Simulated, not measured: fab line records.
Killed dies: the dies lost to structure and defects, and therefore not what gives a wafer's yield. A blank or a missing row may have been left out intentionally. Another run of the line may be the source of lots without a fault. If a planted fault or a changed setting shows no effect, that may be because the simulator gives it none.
fab line records | flow nand-harc
record: lots: 5 wafers: 15 last-day: 24
route steps=1159 shown P_ZERO_WELL@14 END@1159
lots that met no fault: from a run of the same line without faults
start-h: the number of hours between the record's first day and the start of the first shown wafer of the lot | wait-h: time in hours since the lot's previous step | " same as the row above | L1.1+2: one row covering several wafers at once | - no value present, or no start provided | * or withheld: withheld | < > ~ a bound
route shown NAME@n: NAME is a module with steps in the file, n the number in the route of the first one | usual: the fault-free wafers' mean and standard deviation | same: alike in all rows | chamber/n: place in a boat | sites: per-site readings | _std_site: their standard deviation | _edge_site: the outer-site mean with the inner-site mean subtracted | radius-mm: how far each site lies from the wafer's centre | mask NAME#n: copy n | behind: tool/chamber where the wafer was last shaped | hold: what put the lot on hold/how long, in hours/how the hold closed | device: the n, p or np transistor that did not switch | end of line: tests run on the same wafers once the route is complete | a step without rows: its recipe alone | killed: dies that structure and defects cost at the first sort, which is not the same as the wafer's yield | map: a wafer's dies, marking killed ones x, the rest . and places with no die _
set.NAME: setting as actually run; set.NAME@STEP: the setting as run at that earlier step | model.NAME: the simulator's own value behind a step, which no gauge read
lots at selected steps of the route; one table per step, one row per wafer
services: from which hour (start-h, from the record's first day; less than 0 if before it) a tool's chamber was out of use, for how many hours, and why
== steps ==
step: NHARC_P_ZERO_WELL_CD_MEAS_11
recipe: target-cd-nm: 500 landing-energy-ev: 500
usual: cd-nm: 499.4/1.7
columns lot.wafer tool chamber start-h wait-h cd-nm
L192.1 cd-sem-03 0 19.28 - 497.4
L192.2 " 0 " " 499.8
L192.5 " 0 " " 499.6
L195.3 cd-sem-01 0 37.26 - 500.4
L195.5 " 0 " " 500.2
L195.6 " 0 " " 502.2
L198.3 cd-sem-01 0 55.25 - 499.4
L198.4 " 0 " " 497.7
L198.5 " 0 " " 499.0
L209.1 cd-sem-02 0 121.41 - 499.0
L209.2 " 0 " " 498.2
L209.3 " 0 " " 497.1
L210.2 cd-sem-03 0 127.12 - 498.4
L210.5 " 0 " " 500.4
L210.6 " 0 " " 500.3
step: NHARC_P_ZERO_WELL_HARDBAKE_12
recipe: temp-c: 118 time-s: 65
step: NHARC_P_ZERO_WELL_DESCUM_13
recipe: time-s: 3 o2-flow-sccm: 200 ar-flow-sccm: 0 bias-power-w: 0 chemistry: O2
usual: drypump-motor-current-A: 5.6/0.59 oes-product-au: 0.997/0.01 rf-vpp-V: 57.5/0.82 showerhead-plenum-p-Torr: 1.85/0.064 throttle-valve-pct: 11.311/0.0098
columns lot.wafer tool chamber start-h wait-h drypump-motor-current-A oes-product-au rf-hours-counter-h rf-vpp-V showerhead-plenum-p-Torr throttle-valve-pct
L192.1 rie-diel-06 1 19.43 - 6.3 1.002 7.9 56.6 1.79 11.316
L192.2 " 3 " " 4.7 1.002 7.4 57.2 2.00 11.314
L192.5 " 1 " " 6.3 1.003 - 56.8 1.80 11.316
L195.3 rie-diel-06 1 37.41 - 6.3 0.991 9.0 57.7 1.79 11.302
L195.6 " 1 " " 6.2 1.000 - 56.8 1.79 11.325
L195.5 " 2 " " 5.8 1.004 - 56.2 1.82 11.292
L198.3 rie-diel-12 2 55.41 - 6.6 1.005 2.4 58.4 1.79 11.320
L198.4 " 3 " " 5.1 0.985 2.3 57.9 1.80 11.303
L198.5 " 1 " " 4.8 0.995 - 59.0 1.91 11.301
L209.1 rie-diel-05 1 121.57 - 5.3 0.992 7.2 58.5 1.87 11.298
L209.3 " 2 " " 5.3 0.985 6.9 58.1 1.93 11.329
L209.2 " 0 " " 5.0 0.997 7.3 57.7 1.87 11.320
L210.2 rie-diel-12 0 127.29 - 5.9 0.991 9.9 57.7 1.80 11.304
L210.5 " 3 " " 5.1 1.003 - 57.8 1.80 11.310
L210.6 " 0 " " 5.9 0.993 - 57.7 1.80 11.296
step: NHARC_P_ZERO_WELL_ETCH_65
recipe: target-depth-a: 800 overetch-a: 240 time-s: 87.88 ion-energy-ev: 200 n2-flow-sccm: 150 h2-flow-sccm: 150 ar-flow-sccm: 0 rf-w: 400 bias-w: 150 chemistry: N2/H2
usual: drypump-motor-current-A: 5.6/0.6 n2-flow-sccm: 150.0/0.43 oes-product-au: 0.998/0.01 rf-vpp-V: 428.7/2.3 showerhead-plenum-p-Torr: 1.97/0.073 throttle-valve-pct: 14.171/0.009
columns lot.wafer tool chamber start-h wait-h drypump-motor-current-A n2-flow-sccm oes-product-au rf-hours-counter-h rf-vpp-V showerhead-plenum-p-Torr throttle-valve-pct
L192.1 rie-diel-06 1 19.52 0.1 6.3 150.1 1.001 7.9 427.1 1.91 14.168
L192.2 " 3 " " 4.7 150.2 0.995 7.4 432.8 2.13 14.167
L192.5 " 2 " " 5.8 149.8 1.000 - 426.7 1.94 14.165
L195.3 rie-diel-06 0 37.50 0.1 5.8 150.1 1.015 8.9 429.1 2.02 14.158
L195.5 " 3 " " 4.7 149.8 1.005 - 434.2 2.13 14.161
L195.6 " 0 " " 5.8 149.6 1.012 - 430.4 2.02 14.163
L198.4 rie-diel-12 2 55.49 0.1 6.5 150.8 1.012 2.4 427.9 1.90 14.170
L198.3 " 0 " " 5.9 150.5 0.991 2.2 426.3 1.92 14.178
L198.5 " 1 " " 4.8 150.6 0.996 - 432.1 2.03 14.172
L209.1 rie-diel-05 1 121.66 0.1 5.2 150.9 1.004 7.3 430.4 1.99 14.183
L209.2 " 2 " " 5.4 149.9 0.978 6.9 430.8 2.05 14.181
L209.3 " 3 " " 6.0 149.6 0.998 7.0 426.6 1.93 14.176
L210.2 rie-diel-12 1 127.37 0.1 4.8 149.1 0.999 9.1 431.0 2.03 14.188
L210.6 " 1 " " 4.8 149.8 1.008 - 431.6 2.03 14.164
L210.5 " 2 " " 6.5 149.7 1.003 - 426.4 1.90 14.177
step: NHARC_P_ZERO_WELL_ETCH_62
recipe: target-depth-a: 130 time-s: 6.5 chf3-flow-sccm: 50 ar-flow-sccm: 200 rf-w: 500 bias-w: 200 chemistry: CHF3/Ar
usual: drypump-motor-current-A: 5.6/0.6 oes-product-au: 0.956/0.019 rf-vpp-V: 369.0/1.9 showerhead-plenum-p-Torr: 2.27/0.076 throttle-valve-pct: 20.217/0.0087
columns lot.wafer tool chamber start-h wait-h drypump-motor-current-A oes-product-au rf-hours-counter-h rf-vpp-V showerhead-plenum-p-Torr throttle-valve-pct
L192.2 rie-diel-06 2 - - 5.8 0.913 8.2 368.0 2.23 20.220
L192.1 " 3 " " 4.7 0.920 7.5 373.4 2.44 20.212
L192.5 " 1 " " 6.2 0.924 - 368.3 2.21 20.215
L195.3 rie-diel-06 1 - - 6.2 0.953 9.0 368.0 2.20 20.221
L195.5 " 2 " " 5.8 0.955 - 367.9 2.23 20.217
L195.6 " 3 " " 4.7 0.972 - 372.3 2.44 20.220
L198.4 rie-diel-12 2 - - 6.5 0.962 2.4 366.2 2.20 20.233
L198.3 " 0 " " 6.0 0.966 2.2 367.6 2.22 20.222
L198.5 " 3 " " 5.1 0.970 - 366.8 2.21 20.211
L209.1 rie-diel-05 3 - - 6.0 0.954 7.0 368.4 2.23 20.207
L209.3 " 0 " " 5.0 0.952 7.3 369.5 2.30 20.232
L209.2 " 1 " " 5.2 0.946 7.3 369.5 2.29 20.233
L210.2 rie-diel-12 1 - - 4.8 0.984 9.2 369.5 2.33 20.205
L210.6 " 3 " " 5.1 0.951 - 366.8 2.21 20.217
L210.5 " 0 " " 5.9 0.947 - 367.7 2.21 20.228
step: NHARC_P_ZERO_WELL_ETCH_63
recipe: target-depth-a: 1200 time-s: 40.1 hbr-flow-sccm: 150 cl2-flow-sccm: 50 rf-w: 400 icp-w: 400 bias-w: 100 chemistry: HBr/Cl2
usual: drypump-motor-current-A: 5.8/0.58 oes-product-au: 1.003/0.0092 throttle-valve-pct: 26.406/0.008
columns lot.wafer tool chamber start-h wait-h drypump-motor-current-A oes-product-au rf-hours-counter-h throttle-valve-pct
L192.1 rie-si-06 2 19.69 - 5.3 1.012 0.0 26.413
L192.2 " 1 " " 5.3 0.990 0.0 26.406
L192.5 " 3 " " 6.0 0.997 - 26.402
L195.3 rie-si-03 2 37.71 - 6.6 1.006 0.5 26.422
L195.6 " 3 " " 6.4 1.015 - 26.413
L195.5 " 0 " " 6.0 1.004 - 26.407
L198.4 rie-si-03 1 55.67 - 4.8 1.002 0.5 26.426
L198.3 " 3 " " 6.4 1.012 0.5 26.398
L198.5 " 0 " " 6.0 0.994 - 26.394
L209.1 rie-si-06 3 121.83 - 6.1 0.995 1.0 26.386
L209.2 " 0 " " 6.3 0.997 1.1 26.404
L209.3 " 1 " " 5.3 0.989 1.1 26.409
L210.2 rie-si-04 3 127.58 - 5.7 0.983 0.2 26.408
L210.6 " 0 " " 5.0 0.991 - 26.405
L210.5 " 1 " " 5.6 0.988 - 26.400
step: NHARC_P_ZERO_WELL_STRIP_15
recipe: time-s: 900 temp-c: 130 chemistry: SPM
step: NHARC_P_ZERO_WELL_DEHYDRATE_16
recipe: temp-c: 150 time-s: 120
step: NHARC_P_ZERO_WELL_HMDS_17
recipe: time-s: 30
step: NHARC_P_ZERO_WELL_COAT_18
recipe: spin-rpm: withheld
step: NHARC_P_ZERO_WELL_SOFTBAKE_19
recipe: temp-c: 122 time-s: 95
step: NHARC_P_ZERO_WELL_EBR_20
step: NHARC_P_ZERO_WELL_EXPOSE_21
recipe: na: 0.6 target-cd-nm: 720 dose-mj: 22.31 mask-id: P_NWELL
usual: stage-vel-mm-s: 499.99/0.26
same: na: 0.6
columns lot.wafer tool chamber start-h wait-h mask stage-vel-mm-s
L192.1 krf-scanner-02 0 20.46 - P_NWELL#0 499.72
L192.2 " 0 " " P_NWELL#0 499.89
L192.5 " 0 " " P_NWELL#0 499.71
L195.3 krf-scanner-01 0 38.34 - P_NWELL#0 499.89
L195.5 " 0 " " P_NWELL#0 499.99
L195.6 " 0 " " P_NWELL#0 499.47
L198.3 krf-scanner-01 0 56.44 - P_PWELL#0 499.72
L198.4 " 0 " " P_PWELL#0 499.94
L198.5 " 0 " " P_PWELL#0 499.79
L209.1 krf-scanner-02 0 122.47 - P_NWELL#0 500.21
L209.2 " 0 " " P_NWELL#0 500.12
L209.3 " 0 " " P_NWELL#0 500.24
L210.2 krf-scanner-01 0 128.32 - P_NWELL#0 499.89
L210.5 " 0 " " P_NWELL#0 499.88
L210.6 " 0 " " P_NWELL#0 500.02
step: NHARC_P_ZERO_WELL_PEB_22
recipe: peb-temp-c: 118 peb-time-s: 85
step: NHARC_P_ZERO_WELL_DEVELOP_23
recipe: time-s: 70
step: NHARC_P_ZERO_WELL_CD_MEAS_24
recipe: target-cd-nm: 720 landing-energy-ev: 500
usual: cd-nm: 720.3/1.6
columns lot.wafer tool chamber start-h wait-h cd-nm
L192.1 cd-sem-03 0 20.62 - 720.3
L192.2 " 0 " " 722.7
L192.5 " 0 " " 719.8
L195.3 cd-sem-02 0 38.49 - 721.4
L195.5 " 0 " " 721.2
L195.6 " 0 " " 721.3
L198.3 cd-sem-01 0 56.59 - -
L198.4 " 0 " " -
L198.5 " 0 " " -
L209.1 cd-sem-03 0 122.62 - 719.4
L209.2 " 0 " " 721.6
L209.3 " 0 " " 720.8
L210.2 cd-sem-03 0 128.48 - 719.9
L210.5 " 0 " " 718.7
L210.6 " 0 " " 718.8
step: NHARC_P_ZERO_WELL_HARDBAKE_25
recipe: temp-c: 125 time-s: 80
step: NHARC_END_SORT_01
recipe: temp-c: 25
usual: killed-at-array: 29/10 killed-at-other: 0.7/1.1 killed-at-periphery: 3.2/2.2 killed-dies: 33/11 killed-open: 3.5/1.8 killed-short: 2.0/1.4
same: gross-dies: 677
columns lot.wafer tool chamber start-h wait-h killed-at-array killed-at-other killed-at-periphery killed-dies killed-open killed-short
L198.3 prober-02 0 484.12 3.1 25 0 652 677 3 1
L198.4 prober-02 0 484.93 3.4 27 0 650 677 7 0
L198.5 prober-02 0 485.74 3.7 13 0 664 677 2 2
L210.2 prober-02 0 567.29 2.8 28 0 7 35 5 1
L210.5 prober-02 0 569.66 3.7 39 0 4 43 5 2
L210.6 prober-02 0 570.45 4.0 25 1 0 26 2 0
killed by level:class
L198.3 P_ZERO_WELL:area-expose=651 A_CHANNEL_HOLE_D1:chamber-film-flake=18 A_STAIRCASE:chamber-film-flake=3 A_CONTACT:geometric-particle:open=2 P_M0:geometric-particle:open=1 A_WL_FILL:geometric-particle:short=1 A_CONTACT:chamber-film-flake=1
L198.4 P_ZERO_WELL:area-expose=646 A_CHANNEL_HOLE_D1:chamber-film-flake=16 A_CONTACT:chamber-film-flake=3 A_CONTACT:geometric-particle:open=2 P_STI:chamber-film-flake=2 A_STAIRCASE:chamber-film-flake=2 P_ZERO_WELL:geometric-particle:open=1 P_CONTACT:geometric-particle:open=1
L198.5 P_ZERO_WELL:area-expose=662 A_CHANNEL_HOLE_D1:chamber-film-flake=6 A_STAIRCASE:chamber-film-flake=2 A_CONTACT:chamber-film-flake=2 P_M0:geometric-particle:short=1 P_M1:geometric-particle:open=1 A_SOURCE_PLATE:geometric-particle:open=1 A_CHANNEL_HOLE_D1:geometric-particle:short=1
L210.2 A_SLIT:chamber-film-flake=13 A_CHANNEL_HOLE_D1:chamber-film-flake=9 A_CONTACT:geometric-particle:open=2 P_GATE:chamber-film-flake=2 P_CONTACT:geometric-particle:open=1 P_M0:geometric-particle:short=1 P_M1:geometric-particle:open=1 A_ONON_D1:geometric-particle:open=1
L210.5 A_SLIT:chamber-film-flake=16 A_CHANNEL_HOLE_D1:chamber-film-flake=12 A_ZERO_WELL:chamber-film-flake=4 A_M0:geometric-particle:open=2 P_M0:geometric-particle:open=1 P_M1:geometric-particle:open=1 A_ONON_D1:geometric-particle:short=1 A_CONTACT:geometric-particle:short=1
L210.6 A_SLIT:chamber-film-flake=10 A_CHANNEL_HOLE_D1:chamber-film-flake=8 A_STAIRCASE:chamber-film-flake=2 A_CONTACT:chamber-film-flake=2 A_WL_FILL:geometric-particle:open=1 A_BLC:geometric-particle:open=1 A_ZERO_WELL:chamber-film-flake=1 THIN_TSV:chamber-film-flake=1
map L198.3 (x killed, . not)
____________x____________
_________xxxxxxx_________
_______xxxxxxxxxxx_______
______xxxxxxxxxxxxx______
_____xxxxxxxxxxxxxxx_____
____xxxxxxxxxxxxxxxxx____
____xxxxxxxxxxxxxxxxx____
___xxxxxxxxxxxxxxxxxxx___
___xxxxxxxxxxxxxxxxxxx___
__xxxxxxxxxxxxxxxxxxxxx__
__xxxxxxxxxxxxxxxxxxxxx__
_xxxxxxxxxxxxxxxxxxxxxxx_
_xxxxxxxxxxxxxxxxxxxxxxx_
_xxxxxxxxxxxxxxxxxxxxxxx_
_xxxxxxxxxxxxxxxxxxxxxxx_
_xxxxxxxxxxxxxxxxxxxxxxx_
xxxxxxxxxxxxxxxxxxxxxxxxx
xxxxxxxxxxxxxxxxxxxxxxxxx
xxxxxxxxxxxxxxxxxxxxxxxxx
xxxxxxxxxxxxxxxxxxxxxxxxx
xxxxxxxxxxxxxxxxxxxxxxxxx
_xxxxxxxxxxxxxxxxxxxxxxx_
_xxxxxxxxxxxxxxxxxxxxxxx_
_xxxxxxxxxxxxxxxxxxxxxxx_
_xxxxxxxxxxxxxxxxxxxxxxx_
_xxxxxxxxxxxxxxxxxxxxxxx_
__xxxxxxxxxxxxxxxxxxxxx__
__xxxxxxxxxxxxxxxxxxxxx__
___xxxxxxxxxxxxxxxxxxx___
___xxxxxxxxxxxxxxxxxxx___
____xxxxxxxxxxxxxxxxx____
____xxxxxxxxxxxxxxxxx____
_____xxxxxxxxxxxxxxx_____
______xxxxxxxxxxxxx______
_______xxxxxxxxxxx_______
_________xxxxxxx_________
____________x____________
map L195.3 (x killed, . not)
____________.____________
_________......x_________
_______..........._______
______.............______
_____...x..........._____
____.......x........x____
____......x..........____
___.....xxx..........x___
___........x.x........___
__.......xxx...........__
__........x............__
_.........x.x..........._
_......................._
_......................._
_......................._
_......................._
.........................
.........................
.........................
.....x...................
.....x...................
_......................._
_......................._
_x......................_
_...................x..._
_......x..........x....._
__.....................__
__....x................__
___...................___
___...................___
____.................____
____.................____
_____..............._____
______.............______
_______..........._______
_________......._________
____________.____________
== services ==
columns tool chamber start-h hours kind
rie-diel-12 0 4.41 - clean
rie-diel-12 1 4.41 - clean
rie-diel-12 2 4.41 - clean
rie-diel-12 3 4.41 - clean
rie-si-06 - 6.00 9.0 pm
krf-scanner-02 - 8.69 3.0 repair
krf-scanner-01 - 10.26 0.2 repair
rie-si-03 1 13.75 5.6 repair
krf-scanner-02 - 17.80 0.3 repair
rie-diel-06 0 18.70 - clean
rie-diel-06 1 18.70 - clean
rie-diel-06 2 18.70 - clean
rie-diel-06 3 18.70 - clean
krf-scanner-01 - 24.20 3.4 repair
rie-diel-12 - 25.40 9.0 pm
krf-scanner-02 - 38.00 4.0 pm
rie-si-04 3 41.18 12.9 repair
rie-si-04 0 49.52 3.5 repair
rie-diel-06 - 64.21 9.0 pm
krf-scanner-01 - 84.00 4.0 pm
rie-si-04 - 99.00 9.0 pm
rie-si-06 2 104.37 11.7 repair
krf-scanner-02 - 110.69 0.6 repair
krf-scanner-01 - 117.44 0.5 repair
== key ==
first-sign: step: NHARC_P_ZERO_WELL_EXPOSE_21 reading: mask direction: changed
effect: step: NHARC_P_ZERO_WELL_CD_MEAS_24 reading: cd-nm direction: missing
effect: step: NHARC_END_SORT_01 reading: killed-at-periphery direction: up sigmas: 99+ usual: 3.2 struck: 655.3
more-kills-born-at: NHARC_P_ZERO_WELL_EXPOSE_21@krf-scanner-01: 1959
met-at NHARC_P_ZERO_WELL_EXPOSE_21
struck-wafers L198.3,L198.4,L198.5
later-rows-left-out L198.3,L198.4,L198.5
tester-left-out L198
onset-between 38.34 56.44
fault: kind: wrong-mask tool: any chamber: - onset-h: 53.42 steps: NHARC_P_ZERO_WELL_EXPOSE_21 aux-copy: P_PWELL#0 scope: struck-lots-only
tester-left-out: of these lots the tester's yield and bins aren't shown, on N5 and GAA mostly nor the transistor test; their killed dies are dies lost to structure and defects alone, not to doping, threshold or leakage, so they don't give the yield
later-rows-left-out: the simulator's readings of these wafers behind a module that went badly wrong aren't trusted and aren't shown, but for the sort
